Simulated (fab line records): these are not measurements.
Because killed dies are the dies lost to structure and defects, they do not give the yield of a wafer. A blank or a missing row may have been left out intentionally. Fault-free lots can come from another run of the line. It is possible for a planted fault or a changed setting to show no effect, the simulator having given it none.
fab line records	flow nand-harc
[record] lots = 6	wafers = 18	last-day = 24
route steps=1159 shown A_CONTACT@869 END@1159
lots that met no fault: taken from a fault-free run of the same line
start-h: start of the lot's first displayed wafer, in hours after the record's first day	wait-h: how many hours have passed since the lot's step before this one	" same as the row above	L1.1+2: one row covering several wafers at once	- no value present, or no start provided	* or withheld: withheld	< > ~ a bound
route shown NAME@n: NAME is a module with steps in the file, n the number in the route of the first one	usual: mean and standard deviation over wafers with no fault	same: alike in all rows	chamber/n: place in a boat	sites: the reading at each site	_std_site: standard deviation across them	_edge_site: mean of outer sites minus mean of inner sites	radius-mm: how far each site lies from the wafer's centre	mask NAME#n: copy n	behind: tool/chamber where the wafer was last shaped	hold: why the lot went on hold/how many hours it stayed there/how the hold came to an end	device: the n, p or np transistor that did not switch	end of line: at the end of the route, the tests of the same wafers	a step given without rows: its recipe and nothing more	killed: the dies lost at the first sort to structure and to defects; this is not the yield of the wafer	map: a wafer's dies, x killed, . not, _ none there
set.NAME: setting as actually run; set.NAME@STEP: the setting as run at that earlier step	model.NAME: the simulator's own value behind a step, which no gauge read
certain route steps with their lots: each step a table, each wafer a row
services: from which hour (start-h, from the record's first day; less than 0 if before it) a tool's chamber was out of use, for how many hours, and why
[[steps]]
[step NHARC_A_CONTACT_ETCH_118]
[recipe] source-w = withheld	pressure-mtorr = 20	bias-v = 3000	time-s = 94	target-depth-a = 9220	ar-flow-sccm = withheld	c4f8-flow-sccm = withheld	o2-flow-sccm = withheld	chemistry = C4F8/O2/Ar
[usual] oes-air-line-au = 0.996/0.023	run-length-s = 94/0
lot.wafer	tool	chamber	start-h	wait-h	oes-air-line-au	rf-hours-counter-h	run-length-s
L339.2	har-cap-etch-01	0	368.78	0.1	0.987	56	94
L339.3	"	0	"	"	0.995	-	94
L339.6	"	0	"	"	0.994	-	94
L340.2	har-cap-etch-02	1	389.03	0.1	0.977	12	94
L340.3	"	0	"	"	0.978	-	94
L340.5	"	0	"	"	1.004	-	94
L347.4	har-cap-etch-03	1	431.28	0.1	0.997	-	94
L347.6	"	0	"	"	0.992	-	94
L347.5	"	1	"	"	1.016	-	94
L350.4	har-cap-etch-01	1	447.63	0.1	1.023	-	94
L350.5	"	0	"	"	0.983	-	94
L350.6	"	1	"	"	0.990	-	94
L360.1	har-cap-etch-02	1	501.67	0.1	1.040	31	94
L360.6	"	0	"	"	0.980	-	94
L360.5	"	1	"	"	1.017	-	94
L361.2	har-cap-etch-02	0	512.82	0.1	0.994	33	94
L361.3	"	0	"	"	1.013	-	94
L361.6	"	0	"	"	0.971	-	94
[step NHARC_A_CONTACT_ETCH_119]
[recipe] source-w = withheld	pressure-mtorr = 20	bias-v = 3000	time-s = 94	target-depth-a = 9220	ar-flow-sccm = withheld	c4f8-flow-sccm = withheld	o2-flow-sccm = withheld	chemistry = C4F8/O2/Ar
[step NHARC_A_CONTACT_ETCH_120]
[recipe] source-w = withheld	pressure-mtorr = 20	bias-v = 3000	time-s = 94	target-depth-a = 9220	ar-flow-sccm = withheld	c4f8-flow-sccm = withheld	o2-flow-sccm = withheld	chemistry = C4F8/O2/Ar
[usual] oes-air-line-au = 1.001/0.02	run-length-s = 94/0
lot.wafer	tool	chamber	start-h	wait-h	oes-air-line-au	rf-hours-counter-h	run-length-s
L339.2	har-cap-etch-01	0	368.96	0.1	1.011	56	94
L339.3	"	0	"	"	0.994	-	94
L339.6	"	0	"	"	0.974	-	94
L340.2	har-cap-etch-02	1	389.27	0.1	1.003	13	94
L340.3	"	0	"	"	0.992	-	94
L340.5	"	0	"	"	1.014	-	94
L347.4	har-cap-etch-03	1	431.52	0.1	0.970	-	94
L347.6	"	0	"	"	0.997	-	94
L347.5	"	1	"	"	0.973	-	94
L350.4	har-cap-etch-01	1	447.81	0.1	1.021	-	94
L350.5	"	0	"	"	0.979	-	94
L350.6	"	1	"	"	1.024	-	94
L360.1	har-cap-etch-02	1	501.85	0.1	1.002	31	94
L360.6	"	0	"	"	1.008	-	94
L360.5	"	1	"	"	1.034	-	94
L361.2	har-cap-etch-02	0	513.01	0.1	0.987	33	94
L361.3	"	0	"	"	0.996	-	94
L361.6	"	0	"	"	1.036	-	94
[step NHARC_A_CONTACT_ETCH_121]
[recipe] source-w = withheld	pressure-mtorr = 20	bias-v = 3000	time-s = 94	target-depth-a = 9220	ar-flow-sccm = withheld	c4f8-flow-sccm = withheld	o2-flow-sccm = withheld	chemistry = C4F8/O2/Ar
[step NHARC_A_CONTACT_ETCH_122]
[recipe] source-w = withheld	pressure-mtorr = 20	bias-v = 3000	time-s = 95	target-depth-a = 9300	ar-flow-sccm = withheld	c4f8-flow-sccm = withheld	o2-flow-sccm = withheld	chemistry = C4F8/O2/Ar
[usual] oes-air-line-au = 1.000/0.021	run-length-s = 95/0
lot.wafer	tool	chamber	start-h	wait-h	oes-air-line-au	rf-hours-counter-h	run-length-s
L339.2	har-cap-etch-01	0	369.14	0.1	0.998	56	95
L339.3	"	0	"	"	0.994	-	95
L339.6	"	0	"	"	0.988	-	95
L340.2	har-cap-etch-02	1	389.52	0.1	1.020	13	95
L340.3	"	0	"	"	1.000	-	95
L340.5	"	0	"	"	0.968	-	95
L347.4	har-cap-etch-03	1	431.76	0.1	0.997	-	95
L347.6	"	0	"	"	1.007	-	95
L347.5	"	1	"	"	1.012	-	95
L350.4	har-cap-etch-01	1	447.99	0.1	1.017	-	95
L350.5	"	0	"	"	1.003	-	95
L350.6	"	1	"	"	0.998	-	95
L360.1	har-cap-etch-02	1	502.04	0.1	0.989	31	95
L360.6	"	0	"	"	1.000	-	95
L360.5	"	1	"	"	1.014	-	95
L361.2	har-cap-etch-02	0	513.19	0.1	0.974	33	95
L361.3	"	0	"	"	1.000	-	95
L361.6	"	0	"	"	1.013	-	95
[step NHARC_A_CONTACT_ETCH_123]
[recipe] source-w = withheld	pressure-mtorr = 20	bias-v = 400	time-s = 253	target-depth-a = 10900	ar-flow-sccm = withheld	c4f8-flow-sccm = 11.5	o2-flow-sccm = 7.2	chemistry = C4F8/O2/Ar
[step NHARC_A_CONTACT_ETCH_90]
[recipe] target-depth-a = 400	over-etch-frac = 0.5	time-s = 85.7	ion-energy-ev = 120	ch3f-flow-sccm = 50	o2-flow-sccm = 30	ar-flow-sccm = 200	rf-w = 500	bias-w = 100	chemistry = CH3F/O2
[usual] drypump-motor-current-A = 5.7/0.38	mfc-ar-sccm = 199.9/0.56	oes-product-au = 0.96/0.036	rf-vpp-V = 244.3/2	run-length-s = 107.2/0.41	showerhead-plenum-p-Torr = 2.46/0.13	throttle-valve-pct = 20.663/0.0091
lot.wafer	tool	chamber	start-h	wait-h	drypump-motor-current-A	mfc-ar-sccm	oes-product-au	rf-hours-counter-h	rf-vpp-V	run-length-s	showerhead-plenum-p-Torr	throttle-valve-pct
L339.2	rie-diel-13	2	369.82	0.5	5.7	199.5	1.01	31	246.2	106.8	2.65	20.660
L339.3	"	1	"	"	6.3	199.6	1.00	32	243.7	106.9	2.32	20.662
L339.6	"	2	"	"	5.7	199.9	1.01	-	247.7	106.4	2.65	20.664
L340.2	rie-diel-07	2	390.34	0.6	5.5	200.6	0.93	34	242.2	106.9	2.27	20.660
L340.3	"	3	"	"	6.1	199.9	0.92	31	242.7	108.0	2.28	20.665
L340.5	"	0	"	"	5.0	200.8	0.93	-	246.4	107.6	2.60	20.678
L347.4	rie-diel-07	2	432.58	0.5	5.5	200.6	1.00	3	246.5	106.8	2.66	20.647
L347.6	"	3	"	"	6.1	198.7	1.01	-	241.3	107.6	2.28	20.659
L347.5	"	0	"	"	5.0	199.8	1.00	-	246.4	107.1	2.60	20.671
L350.4	rie-diel-01	2	448.76	0.5	6.3	199.9	0.92	-	245.6	106.6	2.51	20.673
L350.6	"	3	"	"	5.5	200.3	0.93	-	243.1	106.8	2.45	20.655
L350.5	"	2	"	"	6.3	200.0	0.92	-	243.4	106.6	2.51	20.665
L360.1	rie-diel-13	1	502.71	0.5	6.3	200.1	0.93	16	241.7	106.8	2.31	20.645
L360.5	"	1	"	"	6.3	200.2	0.94	-	241.8	107.2	2.31	20.666
L360.6	"	2	"	"	5.6	199.8	0.94	-	247.0	106.8	2.63	20.670
L361.2	rie-diel-01	1	513.92	0.6	5.8	199.5	1.00	5	243.4	107.4	2.33	20.669
L361.3	"	3	"	"	5.6	199.6	1.00	5	243.4	107.0	2.45	20.658
L361.6	"	0	"	"	5.4	199.9	0.99	-	242.4	107.6	2.30	20.662
[step NHARC_A_CONTACT_ETCH_96]
[recipe] target-depth-a = 200	over-etch-frac = 0.5	time-s = 10	ion-energy-ev = 250	c4f6-flow-sccm = 25	o2-flow-sccm = 20	ar-flow-sccm = 500	rf-w = 600	bias-w = 500	chemistry = C4F6/O2
[usual] c4f6-flow-sccm = 24.99/0.082	drypump-motor-current-A = 5.7/0.36	mfc-ar-sccm = 500.0/1.5	oes-product-au = 0.975/0.024	rf-vpp-V = 547/4.2	run-length-s = 31.2/0.37	showerhead-plenum-p-Torr = 3.92/0.21	throttle-valve-pct = 26.903/0.0092
lot.wafer	tool	chamber	start-h	wait-h	c4f6-flow-sccm	drypump-motor-current-A	mfc-ar-sccm	oes-product-au	rf-hours-counter-h	rf-vpp-V	run-length-s	showerhead-plenum-p-Torr	throttle-valve-pct
L339.3	rie-diel-13	2	-	-	25.07	5.6	500.5	1.026	31	552	30.8	4.21	26.901
L339.2	"	3	"	"	25.02	5.4	501.1	0.994	30	544	30.9	3.84	26.915
L339.6	"	1	"	"	25.19	6.3	500.1	1.019	-	543	31.4	3.72	26.903
L340.2	rie-diel-07	3	-	-	24.85	6.1	501.3	0.935	31	542	31.8	3.66	26.895
L340.3	"	2	"	"	25.04	5.5	499.9	0.952	34	539	31.1	3.64	26.922
L340.5	"	0	"	"	25.02	5.0	501.5	0.959	-	553	31.0	4.13	26.905
L347.4	rie-diel-07	0	-	-	24.98	5.0	498.4	1.017	3	551	31.2	4.13	26.904
L347.6	"	0	"	"	24.84	5.1	500.0	1.010	-	549	31.3	4.13	26.889
L347.5	"	1	"	"	24.99	5.7	499.8	1.000	-	549	31.5	4.00	26.920
L350.4	rie-diel-01	3	448.92	0.1	25.08	5.6	499.9	0.984	-	548	31.3	3.92	26.877
L350.5	"	2	"	"	24.85	6.3	502.4	0.982	-	549	31.3	4.00	26.909
L350.6	"	3	"	"	25.08	5.5	499.2	0.984	-	546	30.9	3.92	26.900
L360.1	rie-diel-13	0	-	-	24.93	5.5	501.2	0.933	16	544	31.1	3.86	26.896
L360.6	"	1	"	"	24.96	6.3	499.5	0.964	-	541	31.1	3.69	26.893
L360.5	"	2	"	"	24.91	5.7	501.0	0.955	-	552	30.8	4.18	26.899
L361.3	rie-diel-01	2	-	-	25.04	6.3	499.8	0.988	5	548	30.7	3.99	26.899
L361.2	"	3	"	"	24.98	5.5	502.9	1.006	5	547	30.9	3.90	26.909
L361.6	"	1	"	"	25.06	5.8	499.9	1.001	-	543	31.0	3.73	26.911
[step NHARC_A_CONTACT_CD_MEAS_53]
[usual] cd-nm = 189.5/0.92
lot.wafer	tool	chamber	start-h	wait-h	cd-nm
L339.2	cd-sem-01	-	370.04	-	190.6
L339.3	"	-	"	"	189.7
L339.6	"	-	"	"	190.3
L340.2	cd-sem-02	-	390.54	-	190.8
L340.3	"	-	"	"	190.8
L340.5	"	-	"	"	190.3
L347.4	cd-sem-03	-	432.76	-	190.5
L347.5	"	-	"	"	190.3
L347.6	"	-	"	"	190.5
L350.4	cd-sem-03	-	449.01	0.1	187.1
L350.5	"	-	"	"	187.7
L350.6	"	-	"	"	187.1
L360.1	cd-sem-02	-	502.93	-	189.0
L360.5	"	-	"	"	189.2
L360.6	"	-	"	"	189.7
L361.2	cd-sem-02	-	514.16	-	189.6
L361.3	"	-	"	"	189.5
L361.6	"	-	"	"	189.6
[step NHARC_A_CONTACT_STRIP_99]
[recipe] n2-flow-sccm = 150	h2-flow-sccm = 150	ar-flow-sccm = 0	bias-w = 0	chemistry = N2/H2
[step NHARC_A_CONTACT_STRIP_100]
[recipe] cf4-flow-sccm = 100	chf3-flow-sccm = 30	ar-flow-sccm = 0	bias-w = 0	chemistry = CF4/CHF3
[step NHARC_A_CONTACT_STRIP_101]
[recipe] o2-flow-sccm = 400	cos-flow-sccm = 20	ar-flow-sccm = 0	bias-w = 0	chemistry = O2/COS
[step NHARC_A_CONTACT_ETCH_102]
[recipe] target-depth-a = 700	overetch-a = 70	time-s = 38.5	ion-energy-ev = 100	cf4-flow-sccm = 80	o2-flow-sccm = 20	ar-flow-sccm = 0	rf-w = 300	bias-w = 100	chemistry = CF4/O2
[usual] drypump-motor-current-A = 5.7/0.38	mfc-ar-sccm = 0.004/0.0072	oes-product-au = 1.002/0.0076	rf-vpp-V = 197.8/1.8	run-length-s = 60.0/0.43	showerhead-plenum-p-Torr = 1.34/0.074	throttle-valve-pct = 13.396/0.0083
lot.wafer	tool	chamber	start-h	wait-h	drypump-motor-current-A	mfc-ar-sccm	oes-product-au	rf-hours-counter-h	rf-vpp-V	run-length-s	showerhead-plenum-p-Torr	throttle-valve-pct
L339.2	rie-diel-13	0	370.33	0.1	5.4	0	1.013	30	196.0	60.2	1.32	13.403
L339.3	"	2	"	"	5.6	0	1.014	31	199.9	59.2	1.44	13.386
L339.6	"	0	"	"	5.5	0	1.012	-	197.4	60.1	1.32	13.390
L340.3	rie-diel-07	1	390.83	0.1	5.7	0	0.988	34	197.1	60.1	1.36	13.385
L340.2	"	2	"	"	5.5	0	1.014	34	196.1	59.9	1.23	13.405
L340.5	"	1	"	"	5.7	0	1.006	-	198.0	60.3	1.36	13.401
L347.4	rie-diel-07	0	433.06	0.1	5.1	0	1.004	3	198.8	56.0	1.41	13.385
L347.6	"	1	"	"	5.7	0	1.003	-	199.1	60.4	1.36	13.391
L347.5	"	2	"	"	5.5	0	0.998	-	199.4	59.8	1.45	13.409
L350.4	rie-diel-07	1	449.73	0.5	5.7	0	0.994	6	197.8	56.3	1.36	13.394
L350.6	"	3	"	"	6.1	0.006	1.000	-	195.3	60.2	1.24	13.398
L350.5	"	0	"	"	5.0	0	1.001	-	198.8	59.9	1.41	13.386
L360.1	rie-diel-13	0	503.25	0.1	5.5	0	0.989	16	195.1	60.1	1.31	13.408
L360.6	"	0	"	"	5.5	0	0.988	-	197.3	60.7	1.31	13.378
L360.5	"	1	"	"	6.3	0	0.997	-	196.3	59.6	1.25	13.381
L361.3	rie-diel-13	1	514.67	0.0	6.3	0	1.008	21	195.5	60.0	1.25	13.393
L361.2	"	2	"	"	5.6	0	1.009	20	200.1	59.3	1.43	13.400
L361.6	"	1	"	"	6.3	0	1.005	-	196.6	60.1	1.25	13.408
[step NHARC_A_CONTACT_STRIP_55]
[recipe] o2-flow-sccm = 500	ar-flow-sccm = 0	bias-w = 0	chemistry = O2
[step NHARC_END_SORT_01]
[recipe] temp-c = 25
[usual] killed-at-array = 26/8.6	killed-at-other = 0.7/0.97	killed-at-periphery = 3.2/2.2	killed-dies = 30/8.9	killed-open = 3.1/1.8	killed-short = 2.2/1.8
[same] gross-dies = 677
lot.wafer	tool	chamber	start-h	wait-h	killed-at-array	killed-at-other	killed-at-periphery	killed-dies	killed-open	killed-short
L347.4	prober-01	0	503.98	3.5	518	1	2	521	2	1
L350.4	prober-01	0	514.62	3.4	531	1	2	534	4	6
// killed by level:class
L347.4 A_CONTACT:area-etch=490 A_CHANNEL_HOLE_D1:chamber-film-flake=16 A_STAIRCASE:chamber-film-flake=7 A_CONTACT:chamber-film-flake=3 P_CONTACT:geometric-particle:open=1 A_CHANNEL_FILL_D1:geometric-particle:short=1 A_CONTACT:geometric-particle:open=1 P_ZERO_WELL:chamber-film-flake=1
L350.4 A_CONTACT:area-etch=504 A_SLIT:chamber-film-flake=13 A_STAIRCASE:chamber-film-flake=4 A_CONTACT:geometric-particle:open=2 P_GATE:geometric-particle:open=1 A_ONON_D1:geometric-particle:short=1 A_CHANNEL_FILL_D1:geometric-particle:short=1 A_CHANNEL_FILL_D1:geometric-particle:open=1
// map L347.4 (x killed, . not)
____________.____________
_________x...xx._________
_______.xx.x.x.x.._______
______.x...x.xx.x..______
_____xx..xxx.x.x.x.._____
____.xxxxxx.xx..xxx..____
____x..xxxx...xx...xx____
___.xx..x.xx.xx..xxxx.___
___xx.xx...xx.....x..x___
__...xxxxxxx.x.x.x.x...__
__xxxxxx...xxx.xx...xx.__
_xx.x...xx.x.xxx.x.xx..x_
_xxxxxx..xxx.x..x.x...x._
_xxx.x.xx..xxxxxxx..xxx._
_xxx.xx.xx.x.xxxxxxxxxx._
_xxxxxxxxxxxxxx..xxxx..x_
xxx.xxxxxxxx.x.xxxx.xxx.x
.x..xxxxxxxxxxxx.xxxxxxxx
xxxxxx.xxxxxxx......xxx.x
xxxxxxxxxxxxxxxxxxx.xxxxx
xx.xxxxxx.xxxxx.xxx.xxxx.
_xxxxx..xx.xxxxxxx.xxxxx_
_xxxxxxxxxxx.xxxxxx..xxx_
_.xxxxxxxxxxxxxxxxxxxxxx_
_xxxxxxxxx.xxxxxxx.xxxxx_
_xxxxxx.x.xxxxxxxxxxx.xx_
__xxx.xxx.xxx.xxxxxxxxx__
__xxxxxxxxxxxxxxxxxxxxx__
___xxxxxxx.xxxxxx.xxxx___
___xxxxxxxxxxx.xxxxxxx___
____xxxxxxxxxxxxxxxxx____
____xxxxxx.xxxxxxxxxx____
_____xxxxxxxxxxxxxxx_____
______xxxxxxxxxxxxx______
_______xxxxxxxxxxx_______
_________xxxxxxx_________
____________x____________
// map L350.4 (x killed, . not)
____________x____________
_________xxxxx.x_________
_______xxxxxx..x.._______
______xxxxxxxxxxxxx______
_____xxxxxxxxxxxxx.x_____
____x.xxx.xxxxxxxxxxx____
____.xxxxx..xx.xxx.xx____
___xxxxxxxxxxxxxxxx.x.___
___xxxxxx.xxxxxxx.xxxx___
__xxxxxxx.xxxx.xxxxxx.x__
__xxxxxxxxxxxx..xx..x.x__
_xxx.xx.xx.xxx.xxxxxxxxx_
_xxxxxxxxxxx.xxxxxxxx.xx_
_xxxxxxxxxxx.xx.xxxx.x.x_
_xxxx.x.xxxxxxxx.xx.xxxx_
_xxxxx.xx.x.xxx..xxxx.xx_
xxxx.x.xxxxxxx.x.xx.xxxxx
xx..xx.x.xxxxxxxxxxx.xx..
.xxxx.xxxxx.xxx.x.x.xxx.x
xxxxxxxxxxx.xx.xx..xxxxxx
xxxx..xxx.xx.xx...x..xxxx
_xxxxxxxx.x..x.xx.x.xxxx_
_x.xxx.x..xxxx..xxxxx.xx_
_x.x.x.xx...xxxxxx.xxxxx_
_xxxx.xx.xx..x.xx.xx.xxx_
_xxxx.x...x.xxxx..xxxxxx_
__xx..xxx.x.xxx...xxx..__
__xx.xxx.x.xxxxxxxx..xx__
___xxxxxxxx.xxxx.x.xxx___
___xx.x.xx...xxxxxxxxx___
____xxxxxxxx.xx..xxxx____
____xxxxxxxxxx..xxxxx____
_____x.x.xxxxxxxxxxx_____
______x..xxxxxxxxxx______
_______xxxxxxxx.xx_______
_________xxxxxxx_________
____________x____________
[[services]]
tool	chamber	start-h	hours	kind
rie-diel-13	-	346.60	0.4	repair
rie-diel-13	0	358.60	-	clean
rie-diel-13	1	358.60	-	clean
rie-diel-13	2	358.60	-	clean
rie-diel-13	3	358.60	-	clean
rie-diel-07	0	359.75	-	clean
rie-diel-07	1	359.75	-	clean
rie-diel-07	2	359.75	-	clean
rie-diel-07	3	359.75	-	clean
har-cap-etch-01	-	364.05	0.2	repair
rie-diel-07	0	380.10	8.9	repair
rie-diel-13	0	383.16	-	clean
rie-diel-13	1	383.16	-	clean
rie-diel-13	2	383.16	-	clean
rie-diel-13	3	383.16	-	clean
rie-diel-07	1	384.25	-	clean
rie-diel-07	2	384.25	-	clean
rie-diel-07	3	384.25	-	clean
rie-diel-07	-	405.25	9.0	pm
rie-diel-07	0	405.25	9.0	vent-cycle
rie-diel-01	1	434.38	29.7	repair
rie-diel-01	0	443.72	6.3	repair
rie-diel-13	-	453.14	9.0	pm
rie-diel-01	-	491.87	9.0	pm
[[key]]
[first-sign] step = NHARC_A_CONTACT_ETCH_102	reading = run-length-s	direction = down	sigmas = 9	usual = *	struck = *
[effect] step = NHARC_END_SORT_01	reading = killed-at-array	direction = up	sigmas = 58	usual = 26	struck = 524
[more-kills-born-at] NHARC_A_CONTACT_ETCH_102@rie-diel-07 = 994
met-at NHARC_A_CONTACT_ETCH_102
struck-wafers L347.4,L350.4
later-rows-left-out L347.4,L350.4
tester-left-out L347,L350
onset-between 390.83 433.06
[fault] kind = process-parameter-drift	tool = rie-diel-07	chamber = -	onset-h = 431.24	steps = NHARC_A_CONTACT_ETCH_102	channel = time-s	offset = *	shape = step	end-h = 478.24	scope = struck-wafers-only	acts-in = *	stated = *
// tester-left-out: of these lots the tester's yield and bins aren't shown, on N5 and GAA mostly nor the transistor test; their killed dies are dies lost to structure and defects alone, not to doping, threshold or leakage, so they don't give the yield
// later-rows-left-out: the simulator's readings of these wafers behind a module that went badly wrong aren't trusted and aren't shown, but for the sort
